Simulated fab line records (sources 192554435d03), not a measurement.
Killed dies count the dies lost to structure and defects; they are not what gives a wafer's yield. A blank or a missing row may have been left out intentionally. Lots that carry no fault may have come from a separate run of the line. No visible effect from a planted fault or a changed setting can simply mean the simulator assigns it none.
What tool caused it? ; flow n5Finfet ; 10 lots, 30 wafers sampled, at 1 step of a route of 1938

## WHAT EACH GAUGE READ, for each wafer
N5_SD_EPI_N_CD_MEAS_09 targets a cd of 120 nm.
lot;measured;on;cdNm (nm)
L982;day 2 22:59;cdSem-01;119.8 119.6 119.6
L983;day 3 05:29;cdSem-03;120.2 119.5 120.2
L987;day 4 08:16;cdSem-03;120.0 119.8 120.5
L995;day 6 09:02;cdSem-02;120.2 120.0 120.4
L998;day 7 01:35;cdSem-03;120.7 120.7 120.1
L999;day 7 09:25;cdSem-01;119.3 119.8 119.8
L101;day 7 20:49;cdSem-01;119.6 119.5 119.0
L103;day 8 05:57;cdSem-02;119.5 120.0 120.1
L104;day 8 15:03;cdSem-02;119.9 119.9 119.0
L105;day 8 19:05;cdSem-02;119.2 119.1 120.0

## TOOL THAT RAN EACH LOT (tool first, then ch and the chambers of the sampled wafers, then the start)
No process step before these readings appears in the record.

## THE ANSWER, worked out from the rows above alone
Rule: usual is defined by the lots themselves. Put in order of their means at a reading, lots are off if they are a third of the lots or fewer, leave a main group of 4 or more, and stand apart from it by a gap of 3 or more times the standard deviation of the main group's means; of several such gaps the widest counts. If all means in a main group match to the digits the tables above print for the reading, that group is not used. Also off: a lot with no number at a reading for which 4 or more lots have one. Where the step has rows for the other lots, those lots are counted as sound.
None of the lots is off at any reading shown; this tells nothing.

## WHAT WAS PUT IN BY THE SIMULATOR
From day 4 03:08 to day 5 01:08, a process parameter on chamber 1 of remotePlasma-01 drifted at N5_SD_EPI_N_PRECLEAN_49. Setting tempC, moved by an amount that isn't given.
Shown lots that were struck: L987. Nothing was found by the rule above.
